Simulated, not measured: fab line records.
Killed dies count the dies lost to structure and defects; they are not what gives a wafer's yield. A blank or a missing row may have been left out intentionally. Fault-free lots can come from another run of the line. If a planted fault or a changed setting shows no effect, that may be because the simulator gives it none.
fab line records	flow n5_finfet	part 1 of 2: steps 1 to 17 of 23
record: lots: 5	wafers: 15	last_day: 15
route steps=1938 shown BEOL_M0_CUTY@703 BEOL_M0@715
lots that met no fault: from a run of the same line without faults
start_h: hours from the record's first day to the start of the lot's first wafer shown	wait_h: hours since the lot's step before	" same as the row above	L1.1+2: a single row standing in for several wafers	- no value, or no start was given	* or withheld: withheld	< > ~ a bound
route shown NAME@n: a module of which the file shows steps, and the number in the route of the first	usual: the fault-free wafers' mean and standard deviation	same: alike in all rows	chamber/n: place in a boat	sites: each site's reading	_std_site: the values' standard deviation	_edge_site: outer sites' mean less inner sites'	radius_mm: how far each site lies from the wafer's centre	mask NAME#n: copy n	behind: the most recent tool/chamber to have shaped the wafer	hold: why the lot went on hold/how many hours it stayed there/how the hold came to an end	device: whichever transistor did not switch (one of n, p or np)	end of line: the route-end tests of the same wafers	for a step that has no rows: nothing shown but its recipe	killed: not the wafer's yield, but the dies lost to structure and defects at the first sort	map: a wafer's dies, x killed, . not, _ none there
set.NAME: the setting the step ran with; set.NAME@STEP: the setting that earlier step ran with	model.NAME: the simulator's own value behind a step, which no gauge read
lots seen at some steps along the route; tables by step, rows by wafer
services: from which hour (start_h, from the record's first day; less than 0 if before it) a tool's chamber was out of use, for how many hours, and why
== steps ==
step: N5_BEOL_M0_CUTY_EBR_52
recipe: solvent: PGMEA	ebr_width_mm: 1.5
lot.wafer	tool	chamber	start_h	wait_h
L074.1+3+4	litho_track-03	0	-	-
L076.2+3+6	litho_track-01	0	-	-
L078.3+5+6	litho_track-01	0	-	-
L082.2+3+6	litho_track-02	0	-	-
L087.2+5+6	litho_track-03	0	-	-
step: N5_BEOL_M0_CUTY_SOFTBAKE_53
recipe: temp_c: 110	time_s: 60	resist: CAR-ArF-block
lot.wafer	tool	chamber	start_h	wait_h
L074.1+3+4	litho_track-03	0	-	-
L076.2+3+6	litho_track-01	0	-	-
L078.3+5+6	litho_track-01	0	-	-
L082.2+3+6	litho_track-02	0	-	-
L087.2+5+6	litho_track-03	0	-	-
step: N5_BEOL_M0_CUTY_EXPOSE_54
recipe: mask_id: M0_ABLK	na: 1.35	source_shape: conventional	sigma_outer: 0.8	polarization: unpolarized	dose_mj: 36
usual: exposure_dose_mJ_cm2: 36.16/0.24
lot.wafer	tool	chamber	start_h	wait_h	mask	exposure_dose_mJ_cm2
L074.1	arfi_scanner-03	0	119.86	-	M0_ABLK#0	36.01
L074.3	"	0	"	"	M0_ABLK#0	36.00
L074.4	"	0	"	"	M0_ABLK#0	35.99
L076.2	arfi_scanner-02	0	133.17	-	M0_ABLK#0	35.98
L076.3	"	0	"	"	M0_ABLK#0	35.93
L076.6	"	0	"	"	M0_ABLK#0	35.96
L078.3	arfi_scanner-03	0	146.08	-	M0_ABLK#0	35.98
L078.5	"	0	"	"	M0_ABLK#0	35.98
L078.6	"	0	"	"	M0_ABLK#0	35.97
L082.2	arfi_scanner-03	0	185.96	-	M0_ABLK#0	35.96
L082.3	"	0	"	"	M0_ABLK#0	35.99
L082.6	"	0	"	"	M0_ABLK#0	36.00
L087.2	arfi_scanner-01	0	195.21	-	M0_ABLK#0	36.45
L087.5	"	0	"	"	M0_ABLK#0	36.51
L087.6	"	0	"	"	M0_ABLK#0	36.45
step: N5_BEOL_M0_CUTY_PEB_55
recipe: peb_temp_c: 110	peb_time_s: 60	resist: CAR-ArF-block
lot.wafer	tool	chamber	start_h	wait_h
L074.1+3+4	litho_track-02	0	119.91	0.1
L076.2+3+6	litho_track-02	0	133.22	0.0
L078.3+5+6	litho_track-01	0	146.13	0.0
L082.2+3+6	litho_track-02	0	186.01	0.0
L087.2+5+6	litho_track-01	0	195.26	0.0
step: N5_BEOL_M0_CUTY_DEVELOP_56
recipe: develop_time_s: 30	developer: TMAH	resist: CAR-ArF-block	rinse_liquid: diw	dry: air_spin	dev_temp_c: 23
lot.wafer	tool	chamber	start_h	wait_h
L074.1+3+4	litho_track-02	0	-	-
L076.2+3+6	litho_track-02	0	-	-
L078.3+5+6	litho_track-01	0	-	-
L082.2+3+6	litho_track-02	0	-	-
L087.2+5+6	litho_track-01	0	-	-
step: N5_BEOL_M0_CUTY_CD_MEAS_57
recipe: target_cd_nm: 200	landing_energy_ev: 500	detector: se_inlens	polarity: line
usual: cd_nm: 199.7/0.89
lot.wafer	tool	chamber	start_h	wait_h	cd_nm
L074.1	cd_sem-03	0	119.98	-	200.5
L074.3	"	0	"	"	200.2
L074.4	"	0	"	"	199.4
L076.2	cd_sem-02	0	133.29	-	200.9
L076.3	"	0	"	"	199.4
L076.6	"	0	"	"	199.6
L078.3	cd_sem-02	0	146.20	-	199.7
L078.5	"	0	"	"	199.8
L078.6	"	0	"	"	200.2
L082.2	cd_sem-01	0	186.08	-	200.7
L082.3	"	0	"	"	202.0
L082.6	"	0	"	"	200.2
L087.2	cd_sem-03	0	195.33	-	198.3
L087.5	"	0	"	"	198.8
L087.6	"	0	"	"	197.9
step: N5_BEOL_M0_CUTY_OVL_MEAS_58
recipe: points_per_wafer: 44
usual: M0_ABLK_OVL: 0.1/0.76
lot.wafer	tool	chamber	start_h	wait_h	M0_ABLK_OVL[nm]
L074.1	overlay-01	0	120.01	0.0	1.0
L074.3	"	0	"	"	1.5
L074.4	"	0	"	"	0.4
L076.2	overlay-01	0	133.32	0.0	0.7
L076.3	"	0	"	"	0.9
L076.6	"	0	"	"	0.6
L078.3	overlay-02	0	146.22	0.0	0.1
L078.5	"	0	"	"	-0.3
L078.6	"	0	"	"	-1.5
L082.2	overlay-02	0	186.10	0.0	0.1
L082.3	"	0	"	"	1.6
L082.6	"	0	"	"	0.3
L087.2	overlay-02	0	195.36	0.0	0.0
L087.5	"	0	"	"	0.2
L087.6	"	0	"	"	-0.7
step: N5_BEOL_M0_CUTY_INSPECT_59
recipe: mode: adi	inspect_instrument: macro
usual: raw_defect_count: 2.0/1.3
lot.wafer	tool	chamber	start_h	wait_h	raw_defect_count
L074.1	defect_inspect-01	-	120.03	0.0	2
L074.3	"	-	"	"	4
L074.4	"	-	"	"	2
L076.2	defect_inspect-02	-	133.34	0.0	0
L076.3	"	-	"	"	2
L076.6	"	-	"	"	3
L078.3	defect_inspect-01	-	146.25	0.0	1
L078.5	"	-	"	"	1
L078.6	"	-	"	"	4
L082.2	defect_inspect-01	-	186.13	0.0	0
L082.3	"	-	"	"	0
L082.6	"	-	"	"	2
L087.2	defect_inspect-02	-	195.38	0.0	2
L087.5	"	-	"	"	3
L087.6	"	-	"	"	2
step: N5_BEOL_M0_CUTY_DESCUM_61
recipe: chemistry: O2	time_s: 7.9	source_power_w: 50	bias_power_w: 20	pressure_mtorr: 20	rf_frequency_hz: 2.712e+07	temp_c: 40	resist: CAR-ArF-block	o2_flow_sccm: 225
usual: drypump_motor_current_A: 5.53/0.27	oes_product_au: 0.80/0.088	rf_vpp_V: 242.7/1.4	showerhead_plenum_p_Torr: 2.08/0.071	throttle_valve_pct: 20.52/0.28
lot.wafer	tool	chamber	start_h	wait_h	drypump_motor_current_A	oes_product_au	rf_hours_counter_h	rf_vpp_V	showerhead_plenum_p_Torr	throttle_valve_pct
L074.1	rie_diel-01	0	120.43	0.4	5.49	0.66	233	242.0	2.08	20.56
L074.3	"	3	"	"	5.39	0.76	152	243.1	2.09	20.05
L074.4	"	2	"	"	5.94	0.88	58	244.9	2.14	20.68
L076.2	rie_diel-02	2	133.49	0.1	5.78	0.70	245	244.5	2.14	20.54
L076.3	"	1	"	"	4.92	0.68	240	243.0	2.06	20.42
L076.6	"	2	"	"	5.81	0.69	-	244.0	2.14	20.54
L078.3	rie_diel-02	0	146.28	0.0	5.44	0.70	188	242.3	2.00	20.50
L078.5	"	2	"	"	5.80	0.70	-	243.8	2.14	20.54
L078.6	"	3	"	"	5.38	0.76	-	242.3	2.04	20.96
L082.2	rie_diel-02	3	186.16	0.0	5.39	0.75	162	242.2	2.03	20.97
L082.3	"	2	"	"	5.80	0.94	6	243.2	2.14	20.14
L082.6	"	0	"	"	5.49	0.70	-	241.9	2.00	20.52
L087.2	rie_diel-01	2	195.42	0.0	5.95	0.84	87	244.0	2.13	20.74
L087.5	"	3	"	"	5.39	0.73	-	243.2	2.08	20.08
L087.6	"	2	"	"	5.95	0.84	-	243.5	2.13	20.74
step: N5_BEOL_M0_CUTY_ETCH_62
recipe: chemistry: CF4	target: SiARC	mask_material: CAR-ArF-block	time_s: 58.5	ion_energy_ev: 80	pressure_mtorr: 40	source_w: 545	bias_w: 36	Ar_flow_sccm: 100	cf4_flow_sccm: 100	ends: cleared
usual: drypump_motor_current_A: 5.53/0.26	etch_rf_on_time_s: 57.7/1.6	mfc_ar_sccm: 100.0/0.34	oes_product_au: 0.69/0.078	rf_vpp_V: 183.6/1.2	showerhead_plenum_p_Torr: 2.12/0.069	throttle_valve_pct: 15.64/0.24
lot.wafer	tool	chamber	start_h	wait_h	drypump_motor_current_A	etch_rf_on_time_s	mfc_ar_sccm	oes_product_au	rf_hours_counter_h	rf_vpp_V	showerhead_plenum_p_Torr	throttle_valve_pct
L074.1	rie_diel-01	0	120.47	0.0	5.44	56.3	99.7	0.58	233	185.1	2.11	15.66
L074.3	"	3	"	"	5.42	56.5	99.8	0.65	152	182.4	2.14	15.25
L074.4	"	2	"	"	5.96	54.9	100.3	0.75	58	184.9	2.17	15.72
L076.2	rie_diel-02	2	133.52	0.0	5.78	58.3	100.1	0.59	245	185.9	2.20	15.80
L076.3	"	1	"	"	4.91	58.6	100.2	0.59	240	183.2	2.13	15.82
L076.6	"	2	"	"	5.82	58.6	100.3	0.59	-	185.6	2.20	15.81
L078.3	rie_diel-02	0	146.32	0.0	5.45	57.9	99.7	0.60	188	183.0	2.05	15.67
L078.5	"	2	"	"	5.79	58.3	99.5	0.58	-	184.2	2.20	15.81
L078.6	"	3	"	"	5.38	61.6	100.2	0.64	-	182.1	2.06	15.91
L082.2	rie_diel-02	3	186.20	0.0	5.38	60.0	100.0	0.63	162	182.5	2.06	15.95
L082.3	"	2	"	"	5.79	57.8	99.9	0.81	6	185.3	2.20	15.29
L082.6	"	0	"	"	5.48	57.2	99.9	0.60	-	184.0	2.05	15.69
L087.2	rie_diel-01	2	195.45	0.0	5.92	56.5	100.1	0.71	87	185.1	2.16	15.77
L087.5	"	3	"	"	5.41	57.2	100.6	0.62	-	183.4	2.13	15.30
L087.6	"	2	"	"	5.94	56.4	100.0	0.71	-	184.6	2.16	15.80
step: N5_BEOL_M0_CUTY_ETCH_63
recipe: chemistry: N2/H2	target: SOC	target_depth_a: 827	overetch_a: 165	mask_material: SiARC	temp_c: 40	ion_energy_ev: 200	time_s: 124	pressure_mtorr: 30	source_w: 840	bias_w: 150	n2_flow_sccm: 200	h2_flow_sccm: 200
usual: drypump_motor_current_A: 5.53/0.26	h2_flow_sccm: 200.1/0.55	oes_product_au: 0.65/0.068	rf_vpp_V: 523.1/2.7	showerhead_plenum_p_Torr: 2.51/0.089	throttle_valve_pct: 17.85/0.26
lot.wafer	tool	chamber	start_h	wait_h	drypump_motor_current_A	h2_flow_sccm	oes_product_au	rf_hours_counter_h	rf_vpp_V	showerhead_plenum_p_Torr	throttle_valve_pct
L074.1	rie_diel-01	0	120.51	0.0	5.46	200.6	0.55	233	522.5	2.50	17.78
L074.3	"	3	"	"	5.41	200.4	0.61	152	525.0	2.56	17.55
L074.4	"	2	"	"	5.94	200.8	0.70	58	525.4	2.58	17.98
L076.2	rie_diel-02	2	133.57	0.0	5.79	200.2	0.57	245	526.2	2.60	17.98
L076.3	"	1	"	"	4.92	200.4	0.57	240	522.4	2.50	17.77
L076.6	"	2	"	"	5.80	200.2	0.57	-	523.9	2.60	17.99
L078.3	rie_diel-02	0	146.36	0.0	5.42	200.2	0.58	188	519.5	2.42	17.88
L078.5	"	2	"	"	5.81	200.3	0.56	-	524.9	2.60	17.96
L078.6	"	3	"	"	5.38	199.6	0.63	-	521.9	2.44	18.20
L082.2	rie_diel-02	3	186.24	0.0	5.41	199.3	0.62	162	520.2	2.43	18.24
L082.3	"	2	"	"	5.80	199.8	0.77	7	526.0	2.59	17.51
L082.6	"	0	"	"	5.44	201.1	0.57	-	520.4	2.42	17.89
L087.2	rie_diel-01	2	195.50	0.0	5.95	200.1	0.68	87	524.8	2.57	18.05
L087.5	"	3	"	"	5.41	199.7	0.59	-	522.4	2.55	17.60
L087.6	"	2	"	"	5.94	200.5	0.67	-	526.1	2.57	18.03
step: N5_BEOL_M0_CUTY_STRIP_64
recipe: chemistry: N2/H2	temp_c: 40	n2_flow_sccm: 200	h2_flow_sccm: 200	rf_frequency_hz: 6e+07
lot.wafer	tool	chamber	start_h	wait_h
L074.1+3+4	rie_diel-01	0,3,2	120.63	0.1
L076.2+3+6	rie_diel-02	2,1,2	133.68	0.1
L078.3+5+6	rie_diel-02	0,2,3	146.48	0.1
L082.2+3+6	rie_diel-02	3,2,0	186.36	0.1
L087.2+5+6	rie_diel-01	2,3,2	195.61	0.1
step: N5_BEOL_M0_ETCH_138
recipe: chemistry: CH3F/O2	target_depth_a: 120	target: SiCN	time_s: 31.6	ion_energy_ev: 120	pressure_mtorr: 30	source_w: 395	bias_w: 75	Ar_flow_sccm: 150	CH3F_flow_sccm: 30	O2_flow_sccm: 20	ends: cleared
usual: drypump_motor_current_A: 5.53/0.26	etch_rf_on_time_s: 28.8/0.88	mfc_ar_sccm: 150.0/0.48	oes_product_au: 0.69/0.076	rf_vpp_V: 296.9/1.5	showerhead_plenum_p_Torr: 1.98/0.067	throttle_valve_pct: 16.36/0.23
lot.wafer	tool	chamber	start_h	wait_h	drypump_motor_current_A	etch_rf_on_time_s	mfc_ar_sccm	oes_product_au	rf_hours_counter_h	rf_vpp_V	showerhead_plenum_p_Torr	throttle_valve_pct
L074.1	rie_diel-01	0	120.64	0.0	5.44	28.2	150.2	0.57	233	295.4	1.97	16.38
L074.3	"	3	"	"	5.43	28.0	150.4	0.64	152	297.4	2.01	16.03
L074.4	"	2	"	"	5.95	27.6	150.2	0.74	58	298.2	2.02	16.42
L076.2	rie_diel-02	2	133.69	0.0	5.79	28.8	149.6	0.59	245	299.2	2.06	16.52
L076.3	"	1	"	"	4.93	28.1	148.9	0.60	240	296.5	1.98	16.43
L076.6	"	2	"	"	5.79	29.2	149.8	0.59	-	298.0	2.06	16.52
L078.3	rie_diel-02	0	146.49	0.0	5.43	28.6	150.3	0.61	188	294.8	1.91	16.38
L078.5	"	2	"	"	5.80	29.5	150.0	0.58	-	298.4	2.06	16.54
L078.6	"	3	"	"	5.37	30.3	149.8	0.65	-	296.6	1.93	16.69
L082.2	rie_diel-02	3	186.37	0.0	5.39	29.2	149.8	0.63	162	294.6	1.93	16.73
L082.3	"	2	"	"	5.78	29.2	148.5	0.80	7	298.0	2.06	16.05
L082.6	"	0	"	"	5.46	29.0	151.2	0.60	-	294.1	1.90	16.38
L087.2	rie_diel-01	2	195.62	0.0	5.95	27.6	150.0	0.71	87	297.7	2.01	16.47
L087.5	"	3	"	"	5.41	28.1	150.1	0.63	-	297.6	2.00	16.07
L087.6	"	2	"	"	5.94	28.1	150.1	0.72	-	297.2	2.01	16.45
step: N5_BEOL_M0_HM_OPEN_105
recipe: chemistry: Cl2/BCl3	target_depth_a: 120	target: TiN	ion_energy_ev: 150	pressure_mtorr: 10	icp_w: 1000	bias_w: 126	Cl2_flow_sccm: 53.25	bcl3_flow_sccm: 21.75	Ar_flow_sccm: 25
usual: drypump_motor_current_A: 5.8/0.56	mfc_ar_sccm: 25.00/0.075	mfc_cl2_sccm: 53.25/0.15	oes_product_au: 0.73/0.088	throttle_valve_pct: 22.00/0.2
lot.wafer	tool	chamber	start_h	wait_h	drypump_motor_current_A	mfc_ar_sccm	mfc_cl2_sccm	oes_product_au	rf_hours_counter_h	throttle_valve_pct
L074.1	rie_metal-03	0	124.98	4.3	5.9	24.96	53.19	0.81	32	22.33
L074.3	"	1	"	"	6.7	24.88	53.42	0.84	-	22.00
L074.4	"	0	"	"	5.8	25.00	53.17	0.80	-	22.31
L076.2	rie_metal-01	1	133.94	0.2	5.9	24.96	53.24	0.64	98	22.12
L076.3	"	0	"	"	4.9	24.98	53.33	0.72	-	21.82
L076.6	"	1	"	"	5.9	24.94	53.30	0.64	-	22.11
L078.3	rie_metal-02	1	147.75	1.2	6.1	25.22	53.36	0.81	-	21.71
L078.5	"	0	"	"	6.0	25.00	53.52	0.61	-	22.35
L078.6	"	1	"	"	6.1	25.11	53.38	0.81	-	21.73
L082.2	rie_metal-01	0	186.47	0.1	4.9	24.97	53.57	0.73	75	21.81
L082.3	"	0	"	"	4.9	24.97	53.45	0.72	-	21.84
L082.6	"	0	"	"	4.9	24.94	53.46	0.73	-	21.82
L087.2	rie_metal-01	1	195.72	0.1	5.9	24.85	53.38	0.63	104	22.15
L087.5	"	1	"	"	5.9	25.02	53.39	0.63	-	22.14
L087.6	"	0	"	"	4.9	24.99	53.27	0.71	-	21.85
step: N5_BEOL_M0_STRIP_140
recipe: chemistry: CF4	resist: SiARC	power_w: 300	bias_power_w: 75	pressure_mtorr: 50	cf4_flow_sccm: 150	rf_frequency_hz: 6e+07
usual: drypump_motor_current_A: 5.52/0.27	oes_product_au: 0.77/0.078	power_w: 300.0/0.92	rf_vpp_V: 270.5/1.8	showerhead_plenum_p_Torr: 1.76/0.063	throttle_valve_pct: 13.65/0.23
lot.wafer	tool	chamber	start_h	wait_h	drypump_motor_current_A	oes_product_au	power_w	rf_hours_counter_h	rf_vpp_V	showerhead_plenum_p_Torr	throttle_valve_pct
L074.1	rie_diel-02	3	125.15	0.1	5.40	0.76	300.4	140	268.9	1.72	13.81
L074.3	"	1	"	"	4.91	0.69	299.6	236	269.3	1.79	13.84
L074.4	"	2	"	"	5.80	0.70	300.2	241	273.5	1.84	13.78
L076.2	rie_diel-02	2	134.20	0.2	5.78	0.68	299.4	245	273.1	1.84	13.78
L076.3	"	0	"	"	5.44	0.69	301.1	183	270.7	1.72	13.67
L076.6	"	3	"	"	5.39	0.75	299.7	-	268.7	1.72	13.80
L078.3	rie_diel-01	3	148.10	0.3	5.41	0.74	299.4	162	271.7	1.78	13.23
L078.5	"	2	"	"	5.92	0.83	298.8	-	273.5	1.82	13.72
L078.6	"	1	"	"	5.11	0.85	299.4	-	272.3	1.82	13.41
L082.2	rie_diel-03	2	186.65	0.1	5.57	0.74	300.2	187	267.5	1.65	13.86
L082.3	"	1	"	"	5.68	0.76	298.6	130	270.1	1.74	13.73
L082.6	"	0	"	"	5.60	0.77	299.0	-	272.5	1.89	13.89
L087.2	rie_diel-03	1	195.98	0.2	5.64	0.75	299.9	133	270.4	1.74	13.75
L087.5	"	2	"	"	5.57	0.73	299.4	-	268.8	1.65	13.86
L087.6	"	3	"	"	5.74	0.86	300.0	-	270.2	1.75	13.43
step: N5_BEOL_M0_STRIP_104
recipe: chemistry: N2/H2	power_w: 450	temp_c: 40	pressure_mtorr: 20	rf_frequency_hz: 6e+07	overash_fraction: 0.3	bias_power_w: 7	h2_frac: 0.5	n2_flow_sccm: 200	h2_flow_sccm: 200
usual: drypump_motor_current_A: 5.53/0.27	h2_flow_sccm: 200.0/0.67	oes_product_au: 0.79/0.082	power_w: 449.9/1.4	rf_vpp_V: 59.0/1.7	showerhead_plenum_p_Torr: 2.49/0.099	throttle_valve_pct: 23.67/0.29
lot.wafer	tool	chamber	start_h	wait_h	drypump_motor_current_A	h2_flow_sccm	oes_product_au	power_w	rf_hours_counter_h	rf_vpp_V	showerhead_plenum_p_Torr	throttle_valve_pct
L074.1	rie_diel-02	3	125.17	0.0	5.40	198.8	0.77	451.5	140	61.0	2.43	24.10
L074.3	"	1	"	"	4.94	199.5	0.69	448.9	236	57.5	2.49	23.45
L074.4	"	2	"	"	5.82	200.1	0.69	453.2	241	57.0	2.60	23.84
L076.2	rie_diel-02	2	134.22	0.0	5.79	200.1	0.69	448.7	245	59.4	2.59	23.84
L076.3	"	0	"	"	5.44	199.4	0.71	448.8	183	59.1	2.42	23.72
L076.6	"	3	"	"	5.40	200.2	0.75	450.7	-	59.8	2.43	24.12
L078.3	rie_diel-01	3	148.12	0.0	5.44	200.4	0.74	449.2	162	58.6	2.55	23.34
L078.5	"	2	"	"	5.95	200.0	0.85	448.9	-	60.7	2.58	23.79
L078.6	"	1	"	"	5.13	200.1	0.85	450.6	-	60.4	2.57	23.89
L082.2	rie_diel-03	2	186.67	0.0	5.59	200.9	0.74	449.8	187	57.3	2.30	23.51
L082.3	"	1	"	"	5.70	200.3	0.75	449.9	130	57.6	2.42	23.69
L082.6	"	0	"	"	5.59	199.9	0.79	449.8	-	58.1	2.67	24.08
L087.2	rie_diel-03	1	196.00	0.0	5.71	199.7	0.75	451.3	133	62.2	2.42	23.70
L087.5	"	2	"	"	5.57	199.7	0.74	450.5	-	57.7	2.30	23.49
L087.6	"	3	"	"	5.79	200.6	0.88	451.5	-	59.9	2.48	23.31
step: N5_BEOL_M0_WET_ETCH_106
recipe: chemistry: DHF	dilution: 10:1	temp_c: 25	target: SiO2	target_depth_a: 1300	dry: ipa_marangoni	rinse_time_s: 30	rinse_temp_c: 23
usual: bath_heat_duty_pct: 6.2/0.78
lot.wafer	tool	chamber	start_h	wait_h	bath_heat_duty_pct
L074.1	wet_bench-03	1	125.24	-	6.9
L074.3	"	0	"	"	5.9
L074.4	"	4	"	"	6.5
L076.2	wet_bench-01	7	134.28	-	6.8
L076.3	"	4	"	"	6.0
L076.6	"	5	"	"	7.2
L078.3	wet_bench-05	7	148.19	-	5.5
L078.5	"	2	"	"	5.9
L078.6	"	0	"	"	5.7
L082.2	wet_bench-03	3	186.77	-	6.2
L082.3	"	6	"	"	6.9
L082.6	"	7	"	"	5.5
L087.2	wet_bench-03	0	196.07	-	6.2
L087.5	"	3	"	"	6.8
L087.6	"	4	"	"	6.2
